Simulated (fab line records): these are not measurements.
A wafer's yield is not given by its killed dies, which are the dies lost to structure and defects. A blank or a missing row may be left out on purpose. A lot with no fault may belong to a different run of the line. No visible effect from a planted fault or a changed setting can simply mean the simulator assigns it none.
A struck lot beside a sound one / flow nandHarc / 42 steps out of a route of 1302
Sound: these wafers, L813.2, L813.4, L813.5. Wafers L823.3, L823.4, L823.5 were the ones struck. The cause is given at the end.
At each step with rows: each side's tool, then ch and its chambers, then its first start. Under that, the readings that differ: sound wafers / struck wafers / difference of the means / sigmas: that difference in standard deviations of wafers without a fault.
alike: readings whose means differ by less than 2 such deviations, and words and numbers that are the same on both sides. not compared: withheld readings, readings that some wafer has no value for, bounds like >300 that may hide the same value, and numbers for which the record gives no deviation and whose values overlap.
A row with sigmas, a row that says differs or no value, or rows on one side alone: a step with any of these is where the two part. Numbers that have no deviation but don't overlap get no sigmas and don't part them. A reading missing from all wafers of one side parts the sides only when that side holds two or more wafers.

first, 5 steps without rows for these wafers: NHARC_A_SGD_CUT_PRECLEAN_18 (cleans in SC1); NHARC_A_SGD_CUT_SRD_19; NHARC_A_SGD_CUT_DEP_20 (deposits SiO2, target thk 150 nm); NHARC_A_SGD_CUT_ANNEAL_27 (time 1800 s); NHARC_A_SGD_CUT_CMP_21 (polishes, target thk 148.19 nm).
NHARC_A_SGD_CUT_THK_MEAS_22: measures by ellipsometry.
  sound on filmMetro-01, day 19 21:50; struck on filmMetro-01, day 24 08:53
  alike: thkNm
then, 3 steps without rows for these wafers: NHARC_A_SGD_CUT_SRD_23; NHARC_A_SGD_CUT_ETCH_26 (etches SiO2 in dHF, target depth 45.8 nm); NHARC_A_SGD_CUT_ETCHBACK_24 (etches the open film in CH3F/O2, target depth 50 nm, time 92.857 s).
NHARC_A_SGD_CUT_STRIP_28: strips in O2, time 20 s.
  sound: rieDiel-07 ch 0,3; struck: rieDiel-10 ch 1,2,3
  alike: drypumpMotorCurrentA, oesProductAu, rfVppV, showerheadPlenumPTorr, throttleValvePct
  not compared: rfHoursCounterH
NHARC_A_SGD_CUT_INSPECT_25:
  sound on defectInspect-01, day 19 22:17; struck on defectInspect-02, day 24 09:21
  alike: rawDefectCount
then, 1 step without rows for these wafers: NHARC_A_SLIT_DEP_25 (deposits SiO2, target thk 200 nm).
NHARC_A_SLIT_DEP_00: deposits aC, target thk 6200 nm.
  sound on aclDep-02 ch 0, day 19 23:20; struck on aclDep-01 ch 0, day 24 14:28
  alike: throttleValvePct
NHARC_A_SLIT_DEP_23: deposits SiON, target thk 100 nm.
  sound on pecvd-01 ch 0,1,2, day 20 02:31; struck on pecvd-02 ch 0,1, day 24 17:02
  alike: heaterPowerW
then, 8 steps without rows for these wafers: NHARC_A_SLIT_DEHYDRATE_01 (time 120 s); NHARC_A_SLIT_HMDS_02 (time 30 s); NHARC_A_SLIT_COAT_03 (resist thk 90 nm); NHARC_A_SLIT_SOFTBAKE_04 (time 55 s); NHARC_A_SLIT_EBR_05; NHARC_A_SLIT_EXPOSE_06 (exposes mask SLIT); NHARC_A_SLIT_PEB_07 (peb time 65 s); NHARC_A_SLIT_DEVELOP_08 (develop time 35 s).
NHARC_A_SLIT_CD_MEAS_09: the cd target is 300 nm.
  sound on cdSem-02 ch 0, day 20 03:04; struck on cdSem-03 ch 0, day 24 17:32
  alike: cdNm
NHARC_A_SLIT_OVL_MEAS_10:
  sound on overlay-02, day 20 03:09; struck on overlay-02, day 24 17:38
reading=overlayXNm (nm); sound=1.9 1.3 1.9; struck=-2.2 -2.6 -2.4; difference=-4.1; sigmas=-4
  alike: overlayYNm
NHARC_A_SLIT_INSPECT_11:
  sound on defectInspect-01, day 20 03:11; struck on defectInspect-02, day 24 17:40
reading=rawDefectCount; sound=116 116 135; struck=750 791 750; difference=+641; sigmas=+20
then, 2 steps without rows for these wafers: NHARC_A_SLIT_DESCUM_14 (chemistry O2, time 3 s); NHARC_A_SLIT_ETCH_24 (etches the open film in CF4/CHF3, target depth 121 nm, time 60.5 s).
NHARC_A_SLIT_ETCH_15: etches the open film in O2/COS, target depth 6200 nm, time 1612 s.
  sound: rieDiel-04 ch 1,2,3; struck: rieDiel-04 ch 1,2
  alike: drypumpMotorCurrentA, oesProductAu, rfVppV, showerheadPlenumPTorr, throttleValvePct
  not compared: rfHoursCounterH
then, 3 steps without rows for these wafers: NHARC_A_SLIT_ETCH_17 (etches the open film in C4F8/O2/Ar, time 4254.5 s, target depth 20300 nm); NHARC_A_SLIT_ETCH_26 (etches the open film in C4F8/O2/Ar, time 90 s, target depth 400 nm); NHARC_A_SLIT_STRIP_28 (strips in O2/COS).
NHARC_A_SLIT_ETCH_29: etches the open film in CF4/O2, target depth 100 nm, overetch 10 nm, time 55 s.
  sound on rieDiel-04 ch 1,3, day 20 09:19; struck on rieDiel-01 ch 0,1, day 24 23:28
reading=drypumpMotorCurrentA (A); sound=5.3 4.9 5.0; struck=6.0 6.4 6.0; difference=+1.1; sigmas=+3
  alike: oesProductAu, rfVppV, showerheadPlenumPTorr, throttleValvePct
  not compared: rfHoursCounterH
then, 3 steps without rows for these wafers: NHARC_A_SLIT_STRIP_18 (strips in O2); NHARC_A_SLIT_PRECLEAN_19 (cleans in SC1); NHARC_A_SLIT_SRD_20.
NHARC_A_SLIT_CD_MEAS_21:
  sound on cdSem-01, day 20 09:51; struck on cdSem-03, day 25 00:00
  alike: cdNm
then, 3 steps without rows for these wafers: NHARC_A_SIN_REMOVE_WET_00 (chemistry H3PO4, time 15300 s); NHARC_A_SIN_REMOVE_PRECLEAN_01 (cleans in SC1); NHARC_A_SIN_REMOVE_SRD_02.
NHARC_A_SIN_REMOVE_INSPECT_04:
  sound on defectInspect-01, day 20 16:31; struck on defectInspect-02, day 25 06:38
reading=rawDefectCount; sound=337 660 409; struck=1002 1098 1031; difference=+575; sigmas=+6
NHARC_A_WL_FILL_ALD_00: deposits Al2O3, target thk 3 nm, pulse time 3 s, ald cycles 30.
  sound on aldHk-02 ch 1,2, day 20 16:36; struck on aldHk-04 ch 1,2, day 25 06:43
  alike: heaterPowerW, precursorPulseHeightRel
-- jump in the record: it breaks off in module A_WL_FILL and resumes in module END (first step shown: number 1302 of the route), and 4 days separate the struck wafers' starts before and after --
NHARC_END_SORT_01:
  at this point the record logs the struck wafers (prober-02 ch 0, day 29 14:22) and has no rows for the sound ones

== WHERE THEY PART ==
At NHARC_A_SLIT_OVL_MEAS_10 first; at NHARC_END_SORT_01 last (within this record only).

WHY: what had been put in by the simulator
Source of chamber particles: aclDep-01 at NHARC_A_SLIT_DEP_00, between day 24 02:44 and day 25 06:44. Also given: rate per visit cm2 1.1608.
